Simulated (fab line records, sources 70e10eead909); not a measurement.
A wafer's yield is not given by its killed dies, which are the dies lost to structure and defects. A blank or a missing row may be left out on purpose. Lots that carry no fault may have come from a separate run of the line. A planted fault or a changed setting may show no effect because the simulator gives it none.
fab line records	flow nand-harc
record lots=12	wafers=36	last-day=33
route steps=1302 shown P_M2@348 P_BONDPAD@365 END@1302
lots that met no fault: from a run of the same line without faults
start-h: the number of hours between the record's first day and the start of the first shown wafer of the lot	wait-h: how many hours have passed since the lot's step before this one	" same as the row above	L1.1+2: a row that stands for several wafers	- either no value or no given start	* or withheld: withheld	< > ~ a bound
route shown NAME@n: names a module that has steps shown in the file, with the first one's number in the route	usual: the fault-free wafers' mean and standard deviation	same: alike in all rows	chamber/n: place in a boat	sites: the reading at each site	_std_site: standard deviation of those values	_edge_site: mean of outer sites minus mean of inner sites	radius-mm: how far each site lies from the wafer's centre	mask NAME#n: copy n	behind: tool/chamber where the wafer was last shaped	hold: why the lot was held/for how many hours/how that ended	device: names the non-switching transistor (n, p or np)	end of line: the same wafers' tests at the end of the route	for a step that has no rows: nothing shown but its recipe	killed: dies lost to structure and defects at the first sort, not the wafer's yield	map: dies across one wafer; x = killed, . = not, _ = none there
set.NAME: the setting the step ran with; set.NAME@STEP: the setting that earlier step ran with	model.NAME: the simulator's own value behind a step, which no gauge read
route steps across a sampled set of lots; one table per step, one row per wafer
services: when a tool's chamber went out of use (start-h, in hours from the record's first day, below 0 if earlier), for how many hours, and the reason
## steps
# step NHARC_P_M2_INSPECT_27
# usual raw-defect-count=307/110
lot.wafer	tool	chamber	start-h	wait-h	raw-defect-count
L628.2	defect-inspect-02	-	129.61	0.0	234
L628.3	"	-	"	"	390
L628.5	"	-	"	"	394
L629.1	defect-inspect-01	-	142.72	0.0	358
L629.3	"	-	"	"	533
L629.4	"	-	"	"	401
L630.2	defect-inspect-02	-	148.03	0.0	226
L630.4	"	-	"	"	436
L630.5	"	-	"	"	140
L631.1	defect-inspect-02	-	158.67	0.0	283
L631.5	"	-	"	"	294
L631.6	"	-	"	"	271
L635.1	defect-inspect-02	-	232.77	0.0	217
L635.3	"	-	"	"	362
L635.6	"	-	"	"	209
L634.2	defect-inspect-01	-	241.43	0.0	267
L634.4	"	-	"	"	338
L634.5	"	-	"	"	383
L633.1	defect-inspect-01	-	246.88	0.0	378
L633.3	"	-	"	"	279
L633.5	"	-	"	"	305
L641.1	defect-inspect-02	-	273.77	0.0	242
L641.2	"	-	"	"	330
L641.5	"	-	"	"	559
L645.1	defect-inspect-02	-	297.82	0.0	471
L645.5	"	-	"	"	387
L645.6	"	-	"	"	391
L646.1	defect-inspect-01	-	316.07	0.0	103
L646.5	"	-	"	"	176
L646.6	"	-	"	"	188
L647.1	defect-inspect-01	-	318.28	0.0	270
L647.2	"	-	"	"	342
L647.5	"	-	"	"	367
L650.3	defect-inspect-01	-	355.74	0.0	280
L650.5	"	-	"	"	177
L650.6	"	-	"	"	230
# step NHARC_P_BONDPAD_OVL_MEAS_38
# usual overlay-x-nm=-2/6.3	overlay-y-nm=1/6.3
lot.wafer	tool	chamber	start-h	wait-h	overlay-x-nm	overlay-y-nm
L628.2	overlay-01	-	131.47	-	4	-10
L628.3	"	-	"	"	4	-10
L628.5	"	-	"	"	3	-10
L629.1	overlay-02	-	144.59	-	-2	8
L629.3	"	-	"	"	-2	7
L629.4	"	-	"	"	-3	7
L630.2	overlay-01	-	149.90	-	3	1
L630.4	"	-	"	"	3	1
L630.5	"	-	"	"	3	0
L631.1	overlay-02	-	160.39	-	-10	5
L631.5	"	-	"	"	-10	6
L631.6	"	-	"	"	-10	5
L635.1	overlay-01	-	235.11	-	-10	-7
L635.3	"	-	"	"	-10	-7
L635.6	"	-	"	"	-10	-7
L634.2	overlay-01	-	243.30	-	-10	6
L634.4	"	-	"	"	-9	6
L634.5	"	-	"	"	-9	5
L633.1	overlay-02	-	248.75	-	-10	-1
L633.3	"	-	"	"	-10	-1
L633.5	"	-	"	"	-10	-1
L641.1	overlay-01	-	275.62	-	3	6
L641.2	"	-	"	"	2	7
L641.5	"	-	"	"	2	7
L645.1	overlay-02	-	299.70	-	2	0
L645.5	"	-	"	"	3	0
L645.6	"	-	"	"	3	-1
L646.1	overlay-02	-	317.87	-	5	-1
L646.5	"	-	"	"	5	-1
L646.6	"	-	"	"	5	-1
L647.1	overlay-02	-	320.05	-	10	-3
L647.2	"	-	"	"	9	-2
L647.5	"	-	"	"	9	-2
L650.3	overlay-01	-	357.60	-	-10	-1
L650.5	"	-	"	"	-10	-1
L650.6	"	-	"	"	-10	-1
# step NHARC_P_BONDPAD_ETCH_12
# recipe target-depth-a=2000	time-s=100	chf3-flow-sccm=50	o2-flow-sccm=10	ar-flow-sccm=200	rf-w=500	bias-w=200	chemistry=CHF3/O2
# usual chf3-flow-sccm=50.00/0.14	drypump-motor-current-A=5.75/0.26	oes-product-au=0.944/0.023	rf-fwd-power-W=496.2/1.9	rf-vpp-V=370.3/2.1	showerhead-plenum-p-Torr=2.39/0.089	throttle-valve-pct=20.574/0.0099
lot.wafer	tool	chamber	start-h	wait-h	chf3-flow-sccm	drypump-motor-current-A	oes-product-au	rf-fwd-power-W	rf-hours-counter-h	rf-vpp-V	showerhead-plenum-p-Torr	throttle-valve-pct
L628.2	rie-diel-13	2	131.79	-	50.01	6.10	0.962	492.2	5.3	370.1	2.35	20.571
L628.3	"	3	"	"	50.18	5.41	0.942	493.0	5.2	368.3	2.33	20.570
L628.5	"	1	"	"	49.93	5.66	0.971	498.6	-	370.8	2.51	20.573
L629.1	rie-diel-11	1	144.89	-	49.83	5.52	0.920	497.1	2.5	367.5	2.24	20.575
L629.4	"	2	"	"	50.06	5.43	0.918	498.3	2.3	369.9	2.36	20.567
L629.3	"	0	"	"	49.83	5.76	0.917	497.5	2.3	371.6	2.48	20.561
L630.2	rie-diel-11	1	150.23	-	50.01	5.57	0.921	498.6	3.0	369.6	2.24	20.586
L630.5	"	1	"	"	50.14	5.55	0.929	498.4	-	366.7	2.24	20.560
L630.4	"	0	"	"	50.12	5.75	0.915	493.7	-	370.9	2.48	20.595
L631.1	rie-diel-13	0	160.72	-	50.03	5.87	0.962	496.1	5.4	367.6	2.29	20.581
L631.5	"	1	"	"	49.81	5.66	0.957	497.8	-	373.4	2.51	20.559
L631.6	"	2	"	"	49.93	6.12	0.977	495.1	-	369.9	2.35	20.572
L635.1	rie-diel-02	2	235.44	-	50.15	5.69	0.945	498.1	1.6	369.8	2.36	20.556
L635.3	"	0	"	"	49.67	5.51	0.942	494.5	1.6	372.5	2.51	20.583
L635.6	"	3	"	"	49.91	5.73	0.944	496.1	-	371.5	2.40	20.591
L634.4	rie-diel-13	1	243.61	-	49.90	5.65	0.959	498.7	1.0	373.4	2.51	20.576
L634.2	"	2	"	"	49.90	6.13	0.977	492.7	2.9	369.9	2.35	20.575
L634.5	"	1	"	"	49.86	5.67	0.958	497.7	-	374.6	2.51	20.558
L633.3	rie-diel-13	1	249.05	-	49.86	5.65	0.921	497.5	1.2	372.0	2.51	20.557
L633.1	"	2	"	"	50.00	6.12	0.939	493.7	3.1	369.1	2.35	20.576
L633.5	"	2	"	"	50.06	6.14	0.936	492.4	-	369.9	2.35	20.560
L641.2	rie-diel-02	1	275.92	-	49.90	5.86	0.923	493.7	1.2	368.0	2.31	20.558
L641.1	"	0	"	"	50.01	5.51	0.909	498.2	3.3	372.0	2.51	20.556
L641.5	"	2	"	"	50.03	5.76	1.125	696.4	-	370.3	2.36	20.557
L645.1	rie-diel-13	1	300.01	-	49.93	5.66	0.961	496.9	2.5	372.9	2.51	20.557
L645.5	"	3	"	"	50.03	5.41	0.942	496.1	-	368.5	2.33	20.575
L645.6	"	0	"	"	50.03	5.86	0.959	495.5	-	368.5	2.29	20.580
L646.1	rie-diel-13	3	318.19	-	49.78	5.40	0.908	495.5	4.8	369.4	2.33	20.577
L646.5	"	1	"	"	49.99	5.65	0.917	497.5	-	372.6	2.51	20.583
L646.6	"	2	"	"	49.99	6.13	0.926	491.9	-	370.3	2.35	20.564
L647.2	rie-diel-13	3	320.36	-	49.88	5.42	0.910	498.3	4.9	369.9	2.33	20.565
L647.1	"	1	"	"	49.76	5.66	0.908	494.8	2.9	373.2	2.51	20.568
L647.5	"	2	"	"	50.04	6.12	0.922	493.4	-	369.9	2.35	20.585
L650.3	rie-diel-02	1	357.92	-	49.90	5.94	0.931	492.8	4.7	369.2	2.31	20.576
L650.5	"	3	"	"	50.04	5.75	0.920	494.9	-	371.2	2.40	20.562
L650.6	"	0	"	"	50.25	5.49	0.917	495.5	-	374.1	2.50	20.594
# step NHARC_P_BONDPAD_DEGAS_25
# recipe temp-c=300	time-s=60
# usual heater-power-w=484/39
lot.wafer	tool	chamber	start-h	wait-h	heater-power-w
L628.3	pvd-sputter-03	-	132.55	-	505
L628.2	"	-	"	"	469
L628.5	"	-	"	"	529
L629.3	pvd-sputter-02	-	145.66	-	447
L629.1	"	-	"	"	443
L629.4	"	-	"	"	482
L630.2	pvd-sputter-02	-	151.03	-	461
L630.4	"	-	"	"	466
L630.5	"	-	"	"	448
L631.1	pvd-sputter-02	-	161.48	-	470
L631.5	"	-	"	"	464
L631.6	"	-	"	"	448
L635.1	pvd-sputter-03	-	236.22	-	486
L635.3	"	-	"	"	556
L635.6	"	-	"	"	487
L634.2	pvd-sputter-03	-	244.36	-	485
L634.4	"	-	"	"	517
L634.5	"	-	"	"	550
L633.3	pvd-sputter-03	-	249.82	-	447
L633.1	"	-	"	"	481
L633.5	"	-	"	"	452
L641.1	pvd-sputter-01	-	276.68	-	502
L641.2	"	-	"	"	532
L641.5	"	-	"	"	522
L645.1	pvd-sputter-02	-	300.76	-	491
L645.5	"	-	"	"	485
L645.6	"	-	"	"	450
L646.1	pvd-sputter-01	-	318.98	-	518
L646.6	"	-	"	"	528
L646.5	"	-	"	"	527
L647.1	pvd-sputter-02	-	321.11	-	449
L647.2	"	-	"	"	479
L647.5	"	-	"	"	486
L650.3	pvd-sputter-03	-	358.67	-	550
L650.6	"	-	"	"	489
L650.5	"	-	"	"	537
# step NHARC_END_SORT_01
# recipe temp-c=25
# usual defect-limited-yield=91.3/2.7	killed-at-array=54/18	killed-at-other=0.9/1.2	killed-at-periphery=4.4/2.9	killed-dies=59/18	killed-open=3.2/1.8	killed-short=2.6/1.8
# same gross-dies=677
lot.wafer	tool	chamber	start-h	wait-h	defect-limited-yield[%]	killed-at-array	killed-at-other	killed-at-periphery	killed-dies	killed-open	killed-short
L629.1	prober-02	0	573.82	2.5	89.5	68	0	3	71	4	2
L629.3	prober-02	0	575.44	3.1	91.9	52	1	2	55	2	1
L629.4	prober-02	0	576.25	3.4	87.3	85	0	1	86	5	2
L628.2	prober-01	0	582.45	2.8	95.4	27	1	3	31	3	2
L628.3	prober-01	0	583.27	3.1	95.6	24	1	5	30	2	1
L628.5	prober-01	0	584.90	3.8	95.7	26	2	1	29	1	3
L630.2	prober-02	0	584.80	2.8	91.1	51	2	7	60	4	3
L630.4	prober-02	0	586.40	3.4	89.4	65	1	6	72	4	2
L630.5	prober-02	0	587.20	3.7	89.4	67	1	4	72	3	1
L631.1	prober-01	0	601.99	2.5	87.6	72	1	11	84	2	7
L631.5	prober-01	0	605.18	3.7	86.7	83	1	6	90	2	3
L631.6	prober-01	0	605.98	4.0	88.8	70	4	2	76	3	0
L635.1	prober-01	0	671.00	2.5	95.7	21	0	8	29	8	4
L635.3	prober-01	0	672.60	3.1	95.7	27	0	2	29	5	6
L635.6	prober-01	0	674.99	4.0	96.5	21	1	2	24	1	3
L634.2	prober-02	0	691.13	2.8	90.8	49	0	13	62	2	5
L634.4	prober-02	0	692.71	3.4	89.1	61	0	13	74	3	4
L634.5	prober-02	0	693.51	3.7	88.8	66	0	10	76	5	3
L633.1	prober-02	0	720.36	2.5	91.9	48	1	6	55	2	3
L633.3	prober-02	0	721.95	3.1	94.4	35	1	2	38	2	0
L633.5	prober-02	0	723.54	3.7	93.8	40	1	1	42	1	0
L641.1	prober-02	0	728.20	2.6	92.0	48	0	6	54	4	2
L641.2	prober-02	0	729.00	2.8	93.2	43	1	2	46	3	1
L641.5	prober-02	0	731.37	3.7	92.8	46	0	3	49	3	1
L645.1	prober-02	0	743.80	2.5	87.3	80	0	6	86	6	4
L645.5	prober-02	0	747.03	3.7	88.5	70	1	7	78	1	4
L645.6	prober-02	0	747.83	4.0	88.5	68	1	9	78	2	1
L646.1	prober-01	0	751.55	2.5	90.3	57	6	3	66	2	3
L646.5	prober-01	0	754.74	3.7	90.3	60	3	3	66	0	2
L646.6	prober-01	0	755.53	4.0	90.8	57	2	3	62	5	1
L647.1	prober-01	0	761.64	2.5	87.9	75	0	7	82	2	9
L647.2	prober-01	0	762.43	2.8	89.2	68	0	5	73	5	3
L647.5	prober-01	0	764.82	3.7	91.3	51	1	7	59	2	3
L650.3	prober-02	0	793.38	3.1	85.7	88	1	8	97	1	6
L650.5	prober-02	0	795.00	3.7	85.4	95	0	4	99	1	1
L650.6	prober-02	0	795.81	4.1	86.0	94	0	1	95	2	1
# killed by level:class
L629.1 A_SLIT:chamber-film-flake=25 A_CHANNEL_HOLE_D1:chamber-film-flake=19 A_CHANNEL_HOLE_D2:chamber-film-flake=8 A_STAIRCASE:chamber-film-flake=3 A_CHANNEL_HOLE_D2:geometric-particle:open=2 A_ZERO_WELL:chamber-film-flake=2 A_WL_FILL:chamber-film-flake=2 A_CONTACT:chamber-film-flake=2
L629.3 A_CHANNEL_HOLE_D1:chamber-film-flake=19 A_SLIT:chamber-film-flake=16 A_STAIRCASE:chamber-film-flake=5 A_ZERO_WELL:chamber-film-flake=2 A_CHANNEL_HOLE_D2:chamber-film-flake=2 A_CONTACT:chamber-film-flake=2 A_BONDPAD:chamber-film-flake=2 P_STI:geometric-particle:open=1
L629.4 A_CHANNEL_HOLE_D1:chamber-film-flake=35 A_SLIT:chamber-film-flake=24 A_CHANNEL_HOLE_D2:chamber-film-flake=8 A_BONDPAD:chamber-film-flake=5 A_WL_FILL:geometric-particle:short=2 A_STAIRCASE:chamber-film-flake=2 A_CONTACT:chamber-film-flake=2 A_CHANNEL_FILL_D1:geometric-particle:open=1
L628.2 A_CHANNEL_HOLE_D2:chamber-film-flake=8 A_SGD_CUT:chamber-film-flake=7 A_STAIRCASE:chamber-film-flake=3 A_CONTACT:chamber-film-flake=3 A_CHANNEL_HOLE_D1:chamber-film-flake=2 P_GATE:geometric-particle:open=1 P_M0:geometric-particle:open=1 A_CHANNEL_FILL_D1:geometric-particle:short=1
L628.3 A_CHANNEL_HOLE_D2:chamber-film-flake=8 A_STAIRCASE:chamber-film-flake=5 A_SGD_CUT:chamber-film-flake=5 P_STI:chamber-film-flake=2 A_CHANNEL_HOLE_D1:chamber-film-flake=2 A_CONTACT:chamber-film-flake=2 P_CONTACT:geometric-particle:open=1 P_M0:geometric-particle:open=1
L630.2 A_CHANNEL_HOLE_D2:chamber-film-flake=19 A_SLIT:chamber-film-flake=19 A_STAIRCASE:chamber-film-flake=4 A_CHANNEL_FILL_D1:geometric-particle:open=2 P_CONTACT:chamber-film-flake=2 A_ZERO_WELL:chamber-film-flake=2 A_CONTACT:chamber-film-flake=2 P_GATE:geometric-particle:short=1
L628.5 A_SGD_CUT:chamber-film-flake=7 A_CHANNEL_HOLE_D2:chamber-film-flake=6 A_CONTACT:chamber-film-flake=4 A_WL_FILL:chamber-film-flake=2 A_BONDPAD:chamber-film-flake=2 P_GATE:geometric-particle:open=1 A_CHANNEL_FILL_D1:geometric-particle:short=1 A_CHANNEL_FILL_D2:geometric-particle:short=1
L630.4 A_SLIT:chamber-film-flake=29 A_CHANNEL_HOLE_D2:chamber-film-flake=21 A_CONTACT:chamber-film-flake=4 A_STAIRCASE:chamber-film-flake=3 A_WL_FILL:chamber-film-flake=3 P_ZERO_WELL:chamber-film-flake=2 P_GATE:geometric-particle:open=1 P_M0:geometric-particle:short=1
L630.5 A_SLIT:chamber-film-flake=37 A_CHANNEL_HOLE_D2:chamber-film-flake=17 P_CONTACT:chamber-film-flake=4 A_STAIRCASE:chamber-film-flake=4 A_CONTACT:chamber-film-flake=2 A_SOURCE_PLATE:geometric-particle:open=1 A_WL_FILL:geometric-particle:short=1 A_BLC:geometric-particle:open=1
L631.1 A_SLIT:chamber-film-flake=29 A_CHANNEL_HOLE_D2:chamber-film-flake=17 A_CONTACT:chamber-film-flake=7 P_GATE:chamber-film-flake=6 A_CHANNEL_HOLE_D1:chamber-film-flake=5 P_M2:chamber-film-flake=2 A_CHANNEL_FILL_D2:chamber-film-flake=2 A_SGD_CUT:chamber-film-flake=2
L631.5 A_SLIT:chamber-film-flake=32 A_CHANNEL_HOLE_D2:chamber-film-flake=30 A_CONTACT:chamber-film-flake=8 P_M2:chamber-film-flake=3 A_DECK1_JOINT:chamber-film-flake=3 A_CHANNEL_HOLE_D1:chamber-film-flake=2 A_SGD_CUT:chamber-film-flake=2 A_CHANNEL_HOLE_D1:geometric-particle:open=1
L631.6 A_SLIT:chamber-film-flake=35 A_CHANNEL_HOLE_D2:chamber-film-flake=20 A_CHANNEL_HOLE_D1:chamber-film-flake=4 A_CONTACT:chamber-film-flake=4 THIN_TSV:chamber-film-flake=4 P_GATE:chamber-film-flake=2 A_DECK1_JOINT:chamber-film-flake=2 A_DECK1_JOINT:geometric-particle:open=1
L635.1 A_CHANNEL_HOLE_D1:chamber-film-flake=6 P_STI:chamber-film-flake=3 A_CHANNEL_HOLE_D2:chamber-film-flake=3 P_CONTACT:geometric-particle:open=2 A_ONON_D1:geometric-particle:open=2 A_STAIRCASE:chamber-film-flake=2 P_M1:geometric-particle:short=1 P_M2:geometric-particle:open=1
L635.3 A_CHANNEL_HOLE_D1:chamber-film-flake=7 A_CHANNEL_HOLE_D2:chamber-film-flake=5 A_WL_FILL:geometric-particle:short=2 P_STI:chamber-film-flake=2 A_CONTACT:chamber-film-flake=2 A_ONON_D1:geometric-particle:short=1 A_CHANNEL_FILL_D1:geometric-particle:open=1 A_DECK1_JOINT:geometric-particle:short=1
L635.6 A_CHANNEL_HOLE_D1:chamber-film-flake=6 A_CONTACT:chamber-film-flake=5 A_CHANNEL_HOLE_D2:chamber-film-flake=3 A_STAIRCASE:chamber-film-flake=2 P_CONTACT:geometric-particle:short=1 A_CHANNEL_FILL_D2:geometric-particle:open=1 A_CHANNEL_FILL_D2:geometric-particle:short=1 A_WL_FILL:geometric-particle:short=1
L634.2 A_CHANNEL_HOLE_D1:chamber-film-flake=21 A_CHANNEL_HOLE_D2:chamber-film-flake=16 P_STI:chamber-film-flake=8 A_CONTACT:chamber-film-flake=3 A_ONON_D2:geometric-particle:short=2 P_CONTACT:chamber-film-flake=2 P_M2:chamber-film-flake=2 A_STAIRCASE:chamber-film-flake=2
L634.4 A_CHANNEL_HOLE_D2:chamber-film-flake=22 A_CHANNEL_HOLE_D1:chamber-film-flake=18 A_CONTACT:chamber-film-flake=4 A_BLC:chamber-film-flake=4 P_STI:chamber-film-flake=3 P_CONTACT:chamber-film-flake=3 P_M2:chamber-film-flake=3 A_SLIT:chamber-film-flake=3
L634.5 A_CHANNEL_HOLE_D1:chamber-film-flake=21 A_CHANNEL_HOLE_D2:chamber-film-flake=20 A_CONTACT:chamber-film-flake=5 P_M2:chamber-film-flake=4 P_STI:chamber-film-flake=3 A_CHANNEL_FILL_D1:chamber-film-flake=3 A_BONDPAD:chamber-film-flake=3 A_SLIT:chamber-film-flake=2
L633.1 A_SLIT:chamber-film-flake=29 A_CHANNEL_HOLE_D1:chamber-film-flake=5 A_STAIRCASE:chamber-film-flake=4 P_M2:chamber-film-flake=2 A_DECK1_JOINT:chamber-film-flake=2 A_CONTACT:chamber-film-flake=2 P_CONTACT:geometric-particle:open=1 A_ONON_D1:geometric-particle:short=1
L633.3 A_SLIT:chamber-film-flake=28 A_CHANNEL_HOLE_D1:chamber-film-flake=3 A_STAIRCASE:chamber-film-flake=2 P_CONTACT:geometric-particle:open=1 A_ONON_D1:geometric-particle:open=1 P_M0:chamber-film-flake=1 A_CONTACT:chamber-film-flake=1 THIN_TSV:chamber-film-flake=1
L633.5 A_SLIT:chamber-film-flake=29 A_CHANNEL_HOLE_D1:chamber-film-flake=4 A_CONTACT:chamber-film-flake=3 A_STAIRCASE:chamber-film-flake=2 A_ONON_D1:geometric-particle:open=1 P_GATE:chamber-film-flake=1 A_CHANNEL_HOLE_D2:chamber-film-flake=1 THIN_TSV:chamber-film-flake=1
L641.1 A_CHANNEL_HOLE_D2:chamber-film-flake=23 A_CHANNEL_HOLE_D1:chamber-film-flake=11 A_CONTACT:chamber-film-flake=5 A_CHANNEL_FILL_D2:chamber-film-flake=3 P_BONDPAD:chamber-film-flake=2 A_SLIT:chamber-film-flake=2 P_ZERO_WELL:geometric-particle:short=1 P_GATE:geometric-particle:open=1
L641.2 A_CHANNEL_HOLE_D2:chamber-film-flake=19 A_CHANNEL_HOLE_D1:chamber-film-flake=7 A_CONTACT:chamber-film-flake=7 A_SLIT:chamber-film-flake=4 A_DECK1_JOINT:geometric-particle:open=1 A_CHANNEL_HOLE_D2:geometric-particle:open=1 A_BLC:geometric-particle:open=1 P_GATE:chamber-film-flake=1
L641.5 A_CHANNEL_HOLE_D2:chamber-film-flake=19 A_SLIT:chamber-film-flake=8 A_CHANNEL_HOLE_D1:chamber-film-flake=7 A_CONTACT:chamber-film-flake=5 P_M0:geometric-particle:open=2 A_STAIRCASE:chamber-film-flake=2 A_SOURCE_PLATE:geometric-particle:short=1 A_SOURCE_PLATE:geometric-particle:open=1
L645.1 A_SLIT:chamber-film-flake=39 A_CHANNEL_HOLE_D1:chamber-film-flake=25 P_M1:chamber-film-flake=6 A_CONTACT:chamber-film-flake=4 A_CHANNEL_HOLE_D1:geometric-particle:short=2 A_CHANNEL_FILL_D2:geometric-particle:open=2 A_CHANNEL_HOLE_D1:geometric-particle:open=1 A_CHANNEL_FILL_D1:geometric-particle:short=1
L645.5 A_SLIT:chamber-film-flake=31 A_CHANNEL_HOLE_D1:chamber-film-flake=26 A_CONTACT:chamber-film-flake=7 P_M1:chamber-film-flake=6 A_CHANNEL_HOLE_D1:geometric-particle:short=1 A_CHANNEL_FILL_D1:geometric-particle:short=1 A_DECK1_JOINT:geometric-particle:open=1 A_ONON_D2:geometric-particle:short=1
L645.6 A_SLIT:chamber-film-flake=32 A_CHANNEL_HOLE_D1:chamber-film-flake=26 P_M1:chamber-film-flake=6 A_CONTACT:chamber-film-flake=5 P_STI:chamber-film-flake=2 A_ONON_D1:geometric-particle:open=1 A_CONTACT:geometric-particle:open=1 A_M0:geometric-particle:short=1
L646.1 A_CHANNEL_HOLE_D2:chamber-film-flake=20 A_CHANNEL_HOLE_D1:chamber-film-flake=12 A_CONTACT:chamber-film-flake=11 THIN_TSV:chamber-film-flake=6 A_SLIT:chamber-film-flake=4 A_CHANNEL_FILL_D2:chamber-film-flake=2 A_BONDPAD:chamber-film-flake=2 P_STI:geometric-particle:short=1
L646.5 A_CHANNEL_HOLE_D2:chamber-film-flake=35 A_SLIT:chamber-film-flake=8 A_CHANNEL_HOLE_D1:chamber-film-flake=7 A_CONTACT:chamber-film-flake=3 THIN_TSV:chamber-film-flake=3 A_CHANNEL_FILL_D1:chamber-film-flake=2 P_M1:geometric-particle:short=1 A_CHANNEL_FILL_D1:geometric-particle:short=1
L646.6 A_CHANNEL_HOLE_D2:chamber-film-flake=27 A_CHANNEL_HOLE_D1:chamber-film-flake=14 A_SLIT:chamber-film-flake=4 A_CONTACT:chamber-film-flake=4 THIN_TSV:chamber-film-flake=2 P_M1:geometric-particle:open=1 A_ONON_D1:geometric-particle:open=1 A_CHANNEL_FILL_D1:geometric-particle:open=1
L647.1 A_SLIT:chamber-film-flake=34 A_CHANNEL_HOLE_D1:chamber-film-flake=9 A_STAIRCASE:chamber-film-flake=7 A_CONTACT:chamber-film-flake=7 A_SGD_CUT:chamber-film-flake=5 A_WL_FILL:geometric-particle:short=4 P_CONTACT:chamber-film-flake=4 P_STI:chamber-film-flake=2
L647.2 A_SLIT:chamber-film-flake=30 A_CHANNEL_HOLE_D1:chamber-film-flake=17 A_CONTACT:chamber-film-flake=11 P_CONTACT:chamber-film-flake=4 A_WL_FILL:geometric-particle:short=2 A_STAIRCASE:chamber-film-flake=2 P_STI:geometric-particle:short=1 A_ONON_D2:geometric-particle:open=1
L647.5 A_SLIT:chamber-film-flake=26 A_CHANNEL_HOLE_D1:chamber-film-flake=9 A_CONTACT:chamber-film-flake=6 P_CONTACT:chamber-film-flake=4 A_STAIRCASE:chamber-film-flake=2 A_SGD_CUT:chamber-film-flake=2 P_CONTACT:geometric-particle:short=1 A_CHANNEL_FILL_D1:geometric-particle:open=1
L650.3 A_CHANNEL_HOLE_D2:chamber-film-flake=33 A_SLIT:chamber-film-flake=25 A_CHANNEL_HOLE_D1:chamber-film-flake=12 A_CONTACT:chamber-film-flake=7 P_GATE:chamber-film-flake=5 A_DECK1_JOINT:chamber-film-flake=5 P_GATE:geometric-particle:open=1 P_CONTACT:geometric-particle:short=1
L650.5 A_SLIT:chamber-film-flake=36 A_CHANNEL_HOLE_D2:chamber-film-flake=24 A_CHANNEL_HOLE_D1:chamber-film-flake=13 A_STAIRCASE:chamber-film-flake=5 A_WL_FILL:chamber-film-flake=4 A_M1:chamber-film-flake=4 A_CONTACT:chamber-film-flake=3 P_ZERO_WELL:chamber-film-flake=2
L650.6 A_SLIT:chamber-film-flake=37 A_CHANNEL_HOLE_D2:chamber-film-flake=29 A_CHANNEL_HOLE_D1:chamber-film-flake=11 A_STAIRCASE:chamber-film-flake=5 A_CONTACT:chamber-film-flake=5 A_WL_FILL:chamber-film-flake=2 A_ONON_D1:geometric-particle:open=1 A_WL_FILL:geometric-particle:short=1
## services
tool	chamber	start-h	hours	kind
pvd-sputter-01	-	108.80	9.2	repair
rie-diel-13	3	109.21	9.9	repair
pvd-sputter-03	-	124.56	1.7	repair
rie-diel-02	3	132.18	4.7	repair
pvd-sputter-01	-	134.35	22.0	repair
rie-diel-11	2	148.60	10.1	repair
rie-diel-13	0	150.60	4.4	repair
pvd-sputter-01	-	160.34	2.3	repair
rie-diel-02	2	164.09	2.5	repair
rie-diel-13	3	164.43	1.8	repair
rie-diel-13	-	165.00	9.0	pm
pvd-sputter-03	-	170.03	10.0	pm
pvd-sputter-02	-	181.72	0.8	repair
pvd-sputter-03	-	189.44	9.0	repair
rie-diel-11	-	190.99	0.2	repair
rie-diel-13	1	214.47	15.6	repair
rie-diel-02	-	216.70	9.0	pm
pvd-sputter-02	-	282.02	10.0	pm
rie-diel-13	1	284.42	9.8	repair
rie-diel-02	0	290.11	2.6	repair
rie-diel-02	0	306.35	5.4	repair
rie-diel-13	0	313.48	3.5	repair
rie-diel-13	-	342.00	9.0	pm
pvd-sputter-03	-	348.03	10.0	pm
## key
first-sign step=NHARC_P_BONDPAD_ETCH_12	reading=rf-fwd-power-W	direction=up	sigmas=99+	usual=*	struck=*
effect step=NHARC_P_BONDPAD_ETCH_12	reading=oes-product-au	direction=up	sigmas=8	usual=0.944	struck=1.125
met-at NHARC_P_BONDPAD_ETCH_12
struck-lots L641
struck-wafers L641.5
not-acting-at NHARC_P_M2_INSPECT_27,NHARC_P_BONDPAD_OVL_MEAS_38,NHARC_P_BONDPAD_DEGAS_25
onset-between 235.44 275.92
fault kind=process-parameter-drift	tool=rie-diel-02	chamber=2	onset-h=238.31	steps=NHARC_P_BONDPAD_ETCH_12	channel=rf-w	offset=*	shape=step	end-h=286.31	acts-in=*	stated=*
